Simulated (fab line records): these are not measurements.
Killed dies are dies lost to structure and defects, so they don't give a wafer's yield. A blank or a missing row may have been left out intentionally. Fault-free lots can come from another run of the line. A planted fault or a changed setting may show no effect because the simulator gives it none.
fab line records | flow nand-harc
[record] lots = 13 | wafers = 39 | last-day = 25
route steps=1159 shown A_SLIT@790 A_WL_FILL@810
lots that met no fault: taken from a fault-free run of the same line
start-h: the number of hours between the record's first day and the start of the first shown wafer of the lot | wait-h: hours from the lot's prior step to this one | " unchanged from the row above | L1.1+2: one row covering several wafers at once | - no value present, or no start provided | * or withheld: withheld | < > ~ a bound
route shown NAME@n: NAME is a module with steps in the file, n the number in the route of the first one | usual: average and standard deviation across the fault-free wafers | same: alike in all rows | chamber/n: place in a boat | sites: readings site by site | _std_site: how widely they spread, as a standard deviation | _edge_site: the outer-site mean with the inner-site mean subtracted | radius-mm: for every site, how far away it sits from the centre of the wafer | mask NAME#n: copy n | behind: tool/chamber where the wafer was last shaped | hold: what put the lot on hold/how long, in hours/how the hold closed | device: which transistor (n, p or np) failed to switch | end of line: the same wafers' tests at the end of the route | where a step has no rows: the recipe by itself | killed: dies lost to structure and defects at the first sort, not the wafer's yield | map: a wafer's dies, marking killed ones x, the rest . and places with no die _
set.NAME: the run value of the setting; set.NAME@STEP: its run value at that earlier step | model.NAME: the simulator's own value behind a step, which no gauge read
one table for each step of the route and one row for each wafer, over a sample of lots
services: a tool's chamber out of use, with start hour (start-h, from the record's first day; less than 0 if before it), hours out, and reason
[[steps]]
[step NHARC_A_SLIT_CD_MEAS_09]
[recipe] target-cd-nm = 300 | landing-energy-ev = 500
[usual] cd-nm = 299.8/0.44
lot.wafer | tool      | chamber | start-h | wait-h | cd-nm
L224.2    | cd-sem-01 | 0       | 330.99  | -      | 299.6
L224.5    | "         | 0       | "       | "      | 299.5
L224.6    | "         | 0       | "       | "      | 300.1
L226.2    | cd-sem-01 | 0       | 336.09  | -      | 299.8
L226.4    | "         | 0       | "       | "      | 299.4
L226.6    | "         | 0       | "       | "      | 299.7
L225.2    | cd-sem-03 | 0       | 336.24  | -      | 300.0
L225.3    | "         | 0       | "       | "      | 299.7
L225.5    | "         | 0       | "       | "      | 300.3
L223.2    | cd-sem-03 | 0       | 336.40  | -      | 300.6
L223.3    | "         | 0       | "       | "      | 300.7
L223.4    | "         | 0       | "       | "      | 300.5
L231.1    | cd-sem-03 | 0       | 359.30  | -      | 300.3
L231.4    | "         | 0       | "       | "      | 299.5
L231.5    | "         | 0       | "       | "      | 300.5
L230.1    | cd-sem-01 | 0       | 361.37  | -      | 299.7
L230.3    | "         | 0       | "       | "      | 299.7
L230.5    | "         | 0       | "       | "      | 299.4
L232.1    | cd-sem-03 | 0       | 381.11  | -      | 299.7
L232.5    | "         | 0       | "       | "      | 299.6
L232.6    | "         | 0       | "       | "      | 300.4
L237.1    | cd-sem-03 | 0       | 397.01  | -      | 300.1
L237.2    | "         | 0       | "       | "      | 299.7
L237.3    | "         | 0       | "       | "      | 299.9
L239.3    | cd-sem-03 | 0       | 428.70  | -      | 299.3
L239.4    | "         | 0       | "       | "      | 299.4
L239.6    | "         | 0       | "       | "      | 299.5
L244.2    | cd-sem-02 | 0       | 435.27  | -      | 300.4
L244.3    | "         | 0       | "       | "      | 300.2
L244.6    | "         | 0       | "       | "      | 300.0
L245.1    | cd-sem-03 | 0       | 438.11  | -      | 299.4
L245.2    | "         | 0       | "       | "      | 299.2
L245.3    | "         | 0       | "       | "      | 299.7
L242.2    | cd-sem-02 | 0       | 442.17  | -      | 300.1
L242.3    | "         | 0       | "       | "      | 300.1
L242.6    | "         | 0       | "       | "      | 299.7
L246.2    | cd-sem-02 | 0       | 457.54  | -      | 300.1
L246.3    | "         | 0       | "       | "      | 299.7
L246.6    | "         | 0       | "       | "      | 299.5
[step NHARC_A_SLIT_CD_MEAS_21]
[usual] cd-nm = 289.3/0.78
lot.wafer | tool      | chamber | start-h | wait-h | cd-nm
L224.2    | cd-sem-02 | -       | 337.09  | -      | 290.0
L224.5    | "         | -       | "       | "      | 289.7
L224.6    | "         | -       | "       | "      | 289.2
L226.2    | cd-sem-02 | -       | 339.67  | -      | 289.0
L226.4    | "         | -       | "       | "      | 288.4
L226.6    | "         | -       | "       | "      | 288.6
L225.2    | cd-sem-01 | -       | 340.29  | -      | 288.9
L225.3    | "         | -       | "       | "      | 289.8
L225.5    | "         | -       | "       | "      | 289.3
L223.2    | cd-sem-03 | -       | 341.33  | -      | 291.2
L223.3    | "         | -       | "       | "      | 289.6
L223.4    | "         | -       | "       | "      | 290.0
L231.1    | cd-sem-03 | -       | 363.16  | 0.1    | 287.5
L231.4    | "         | -       | "       | "      | 288.5
L231.5    | "         | -       | "       | "      | 288.0
L230.1    | cd-sem-02 | -       | 364.99  | 0.1    | 289.3
L230.3    | "         | -       | "       | "      | 289.1
L230.5    | "         | -       | "       | "      | 288.9
L232.1    | cd-sem-01 | -       | 384.71  | -      | 288.0
L232.5    | "         | -       | "       | "      | 288.4
L232.6    | "         | -       | "       | "      | 288.7
L237.1    | cd-sem-03 | -       | 401.48  | -      | 289.0
L237.2    | "         | -       | "       | "      | 289.6
L237.3    | "         | -       | "       | "      | 289.7
L239.3    | cd-sem-03 | -       | 432.30  | -      | 289.9
L239.4    | "         | -       | "       | "      | 289.7
L239.6    | "         | -       | "       | "      | 289.9
L244.2    | cd-sem-03 | -       | 439.33  | -      | 290.3
L244.3    | "         | -       | "       | "      | 289.5
L244.6    | "         | -       | "       | "      | 289.3
L245.1    | cd-sem-02 | -       | 441.74  | -      | 288.9
L245.2    | "         | -       | "       | "      | 289.9
L245.3    | "         | -       | "       | "      | 289.5
L242.2    | cd-sem-01 | -       | 445.74  | -      | 289.2
L242.3    | "         | -       | "       | "      | 289.0
L242.6    | "         | -       | "       | "      | 289.2
L246.2    | cd-sem-01 | -       | 468.52  | 0.1    | 288.3
L246.3    | "         | -       | "       | "      | 288.1
L246.6    | "         | -       | "       | "      | 287.5
[step NHARC_A_WL_FILL_RTA_01]
[recipe] temp-c = 1000 | time-s = 5
[usual] lamp-power-pct = 28.0/0.5 | lamp_zone_4_pct = 28.0/0.5 | lamp_zone_7_pct = 28.4/0.51 | wafer_temp_C_max = 1004.3/0.91
lot.wafer | tool          | chamber | start-h | wait-h | lamp-power-pct | lamp_zone_4_pct | lamp_zone_7_pct | wafer_temp_C_max
L224.2    | rtp-anneal-02 | 0       | 345.08  | -      | 28.5           | 28.5            | 28.9            | 1003.4
L224.5    | "             | 0       | "       | "      | 28.5           | 28.4            | 28.9            | 1004.7
L224.6    | "             | 0       | "       | "      | 28.4           | 28.4            | 28.9            | 1003.5
L226.2    | rtp-anneal-01 | 0       | 345.11  | -      | 27.5           | 27.5            | 27.9            | 1002.9
L226.4    | "             | 0       | "       | "      | 27.5           | 27.5            | 27.9            | 1003.4
L226.6    | "             | 0       | "       | "      | 27.4           | 27.5            | 27.9            | 1004.0
L223.2    | rtp-anneal-01 | 0       | 348.31  | -      | 27.5           | 27.5            | 27.9            | 1005.6
L223.3    | "             | 0       | "       | "      | 27.4           | 27.5            | 27.9            | 1003.3
L223.4    | "             | 0       | "       | "      | 27.5           | 27.5            | 27.9            | 1005.7
L225.2    | rtp-anneal-02 | 0       | 348.31  | -      | 28.4           | 28.5            | 28.9            | 1002.6
L225.3    | "             | 0       | "       | "      | 28.4           | 28.5            | 28.9            | 1004.6
L225.5    | "             | 0       | "       | "      | 28.5           | 28.4            | 28.9            | 1003.7
L230.1    | rtp-anneal-01 | 0       | 371.13  | -      | 27.5           | 27.5            | 28.0            | 1005.4
L230.3    | "             | 0       | "       | "      | 27.5           | 27.5            | 27.9            | 1004.4
L230.5    | "             | 0       | "       | "      | 27.5           | 27.4            | 27.9            | 1004.3
L231.1    | rtp-anneal-02 | 0       | 371.14  | -      | 28.5           | 28.4            | 29.0            | 1004.5
L231.4    | "             | 0       | "       | "      | 28.5           | 28.4            | 28.9            | 1003.8
L231.5    | "             | 0       | "       | "      | 28.4           | 28.4            | 28.9            | 1006.5
L232.1    | rtp-anneal-02 | 0       | 392.71  | -      | 28.5           | 28.4            | 29.0            | 1004.7
L232.5    | "             | 0       | "       | "      | 28.5           | 28.5            | 29.0            | 1003.5
L232.6    | "             | 0       | "       | "      | 28.4           | 28.5            | 28.9            | 1003.9
L237.1    | rtp-anneal-01 | 0       | 407.54  | -      | 27.5           | 27.4            | 27.9            | 1006.7
L237.2    | "             | 0       | "       | "      | 27.5           | 27.4            | 27.9            | 1004.0
L237.3    | "             | 0       | "       | "      | 27.5           | 27.4            | 27.9            | 1005.0
L239.3    | rtp-anneal-01 | 0       | 440.59  | 0.4    | 27.5           | 27.5            | 27.9            | 1003.5
L239.4    | "             | 0       | "       | "      | 27.5           | 27.5            | 27.9            | 1005.2
L239.6    | "             | 0       | "       | "      | 27.4           | 27.5            | 27.9            | 1003.1
L244.2    | rtp-anneal-01 | 0       | 447.20  | -      | 27.4           | 27.4            | 27.9            | 1004.5
L244.3    | "             | 0       | "       | "      | 27.4           | 27.5            | 27.8            | 1003.2
L244.6    | "             | 0       | "       | "      | 27.4           | 27.5            | 27.9            | 1004.7
L245.1    | rtp-anneal-01 | 0       | 449.82  | -      | 27.4           | 27.4            | 27.9            | 1004.8
L245.2    | "             | 0       | "       | "      | 27.5           | 27.5            | 27.9            | 1004.9
L245.3    | "             | 0       | "       | "      | 27.5           | 27.5            | 27.9            | 1005.9
L242.2    | rtp-anneal-02 | 0       | 453.79  | -      | 28.5           | 28.5            | 28.9            | 1003.9
L242.3    | "             | 0       | "       | "      | 28.5           | 28.5            | 28.9            | 1002.9
L242.6    | "             | 0       | "       | "      | 28.5           | 28.5            | 28.9            | 1004.0
L246.2    | rtp-anneal-01 | 0       | 476.71  | -      | 27.5           | 27.5            | 27.9            | 1004.8
L246.3    | "             | 0       | "       | "      | 27.5           | 27.5            | 27.9            | 1004.6
L246.6    | "             | 0       | "       | "      | 27.5           | 27.5            | 27.9            | 1003.7
[step NHARC_A_WL_FILL_ETCHBACK_26]
[recipe] target-depth-a = 520 | time-s = 13.3 | hbr-flow-sccm = 150 | rf-w = 350 | icp-w = 350 | bias-w = 60 | chemistry = HBr
[usual] bias-w = 60.05/0.17 | drypump-motor-current-A = 5.88/0.27 | oes-product-au = 1.001/0.0071 | throttle-valve-pct = 23.267/0.01
lot.wafer | tool      | chamber | start-h | wait-h | bias-w | drypump-motor-current-A | oes-product-au | rf-hours-counter-h | throttle-valve-pct
L223.3    | rie-si-02 | 3       | 369.50  | 0.4    | 59.89  | 5.58                    | 1.004          | 1.1                | 23.261
L223.4    | "         | 0       | "       | "      | 59.99  | 6.03                    | 1.007          | 1.1                | 23.262
L223.2    | "         | 2       | "       | "      | 60.15  | 5.93                    | 1.008          | 1.1                | 23.275
L226.4    | rie-si-05 | 2       | 369.51  | 0.4    | 60.25  | 6.39                    | 1.002          | 0.8                | 23.257
L226.2    | "         | 3       | "       | "      | 60.30  | 5.76                    | 1.008          | 1.0                | 23.267
L226.6    | "         | 2       | "       | "      | 60.03  | 6.39                    | 1.005          | -                  | 23.268
L224.2    | rie-si-06 | 1       | 369.53  | 0.4    | 60.28  | 5.67                    | 0.994          | 0                  | 23.280
L224.6    | "         | 2       | "       | "      | 60.07  | 5.50                    | 1.003          | -                  | 23.263
L224.5    | "         | 0       | "       | "      | 59.90  | 5.96                    | 0.990          | -                  | 23.283
L225.3    | rie-si-02 | 2       | 372.75  | 0.4    | 60.20  | 5.93                    | 1.007          | 1.1                | 23.270
L225.2    | "         | 0       | "       | "      | 59.99  | 6.03                    | 1.006          | 1.2                | 23.284
L225.5    | "         | 2       | "       | "      | 60.07  | 5.89                    | 1.001          | -                  | 23.275
L230.1    | rie-si-06 | 3       | 395.27  | 0.4    | 60.18  | 6.12                    | 0.995          | 0                  | 23.274
L230.3    | "         | 0       | "       | "      | 60.28  | 5.96                    | 0.995          | 0.2                | 23.252
L230.5    | "         | 0       | "       | "      | 60.10  | 5.93                    | 1.003          | -                  | 23.246
L231.4    | rie-si-05 | 3       | 395.30  | 0.4    | 59.87  | 5.76                    | 0.807          | 1.2                | 23.279
L231.1    | "         | 0       | "       | "      | 60.07  | 6.18                    | 1.002          | 0.9                | 23.273
L231.5    | "         | 1       | "       | "      | 59.75  | 5.73                    | 1.001          | -                  | 23.274
L232.1    | rie-si-05 | 1       | 414.73  | 0.4    | 60.01  | 5.71                    | 1.008          | 1.4                | 23.278
L232.5    | "         | 3       | "       | "      | 59.98  | 5.77                    | 0.816          | -                  | 23.262
L232.6    | "         | 0       | "       | "      | 60.04  | 6.19                    | 1.007          | -                  | 23.256
L237.3    | rie-si-02 | 1       | 429.45  | 0.4    | 59.80  | 5.85                    | 0.995          | 0.3                | 23.260
L237.2    | "         | 2       | "       | "      | 60.13  | 5.91                    | 1.008          | 0.2                | 23.278
L237.1    | "         | 3       | "       | "      | 59.94  | 5.59                    | 1.017          | 0.3                | 23.270
L239.3    | rie-si-06 | 2       | 460.29  | 0.4    | 60.24  | 5.54                    | 1.010          | 0.6                | 23.272
L239.4    | "         | 0       | "       | "      | 59.88  | 5.94                    | 1.007          | 0.7                | 23.252
L239.6    | "         | 2       | "       | "      | 60.23  | 5.51                    | 1.008          | -                  | 23.260
L244.2    | rie-si-02 | 3       | 467.37  | 0.4    | 59.79  | 5.58                    | 1.011          | 0.6                | 23.265
L244.3    | "         | 1       | "       | "      | 59.87  | 5.83                    | 0.996          | 0.6                | 23.261
L244.6    | "         | 3       | "       | "      | 60.09  | 5.58                    | 1.000          | -                  | 23.259
L242.3    | rie-si-02 | 2       | 470.86  | 0.4    | 60.00  | 5.92                    | 1.007          | 0.5                | 23.281
L242.2    | "         | 3       | "       | "      | 60.07  | 5.57                    | 1.008          | 0.6                | 23.268
L242.6    | "         | 2       | "       | "      | 59.95  | 5.92                    | 1.012          | -                  | 23.281
L245.2    | rie-si-06 | 0       | 470.86  | 0.4    | 60.07  | 5.95                    | 1.004          | 0.9                | 23.273
L245.3    | "         | 1       | "       | "      | 60.07  | 5.70                    | 1.007          | 0.8                | 23.259
L245.1    | "         | 3       | "       | "      | 60.14  | 6.17                    | 1.003          | 0.6                | 23.265
L246.3    | rie-si-05 | 1       | 511.39  | 0.4    | 59.97  | 5.71                    | 0.990          | 0.6                | 23.259
L246.2    | "         | 3       | "       | "      | 59.93  | 5.78                    | 1.004          | 0.6                | 23.247
L246.6    | "         | 1       | "       | "      | 60.03  | 5.70                    | 0.992          | -                  | 23.274
[[services]]
tool      | chamber | start-h | hours | kind
rie-si-06 | 3       | 344.37  | 5.4   | repair
rie-si-05 | 2       | 347.33  | 17.5  | repair
rie-si-05 | 0       | 352.58  | 4.6   | repair
rie-si-06 | -       | 360.00  | 9.0   | pm
rie-si-06 | 0       | 360.00  | 9.0   | vent-cycle
rie-si-06 | 1       | 360.00  | 9.0   | vent-cycle
rie-si-06 | 2       | 360.00  | 9.0   | vent-cycle
rie-si-06 | 3       | 360.00  | 34.0  | vent-cycle
rie-si-05 | -       | 367.49  | 0.7   | repair
rie-si-06 | 0       | 369.00  | -     | clean
rie-si-06 | 1       | 369.00  | -     | clean
rie-si-02 | 3       | 384.79  | 7.2   | repair
rie-si-02 | -       | 388.00  | 9.0   | pm
rie-si-02 | 0       | 388.00  | 9.0   | vent-cycle
rie-si-02 | 1       | 388.00  | 9.0   | vent-cycle
rie-si-02 | 2       | 388.00  | 18.3  | vent-cycle
rie-si-02 | 0       | 397.00  | -     | clean
rie-si-02 | 1       | 397.00  | -     | clean
rie-si-02 | 3       | 397.00  | -     | clean
rie-si-05 | -       | 416.00  | 9.0   | pm
rie-si-06 | -       | 428.14  | 0.4   | repair
rie-si-05 | 3       | 430.91  | 6.4   | repair
rie-si-06 | 3       | 480.88  | 2.3   | repair
rie-si-06 | 3       | 503.24  | 13.9  | repair
[[key]]
[first-sign] step = NHARC_A_WL_FILL_ETCHBACK_26 | reading = oes-product-au | direction = down | sigmas = 27 | usual = 1.001 | struck = 0.812
effect none on later readings
met-at NHARC_A_WL_FILL_ETCHBACK_26
struck-lots L231,L232
struck-wafers L231.4,L232.5
tester-left-out L231,L232
not-acting-at NHARC_A_SLIT_CD_MEAS_09,NHARC_A_SLIT_CD_MEAS_21,NHARC_A_WL_FILL_RTA_01
onset-between 369.51 395.30
[fault] kind = process-parameter-drift | tool = rie-si-05 | chamber = 3 | onset-h = 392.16 | steps = NHARC_A_WL_FILL_ETCHBACK_26 | channel = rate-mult | offset = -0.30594 | shape = step | end-h = 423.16
// tester-left-out: of these lots the tester's yield and bins aren't shown, on N5 and GAA mostly nor the transistor test; their killed dies are dies lost to structure and defects alone, not to doping, threshold or leakage, so they don't give the yield
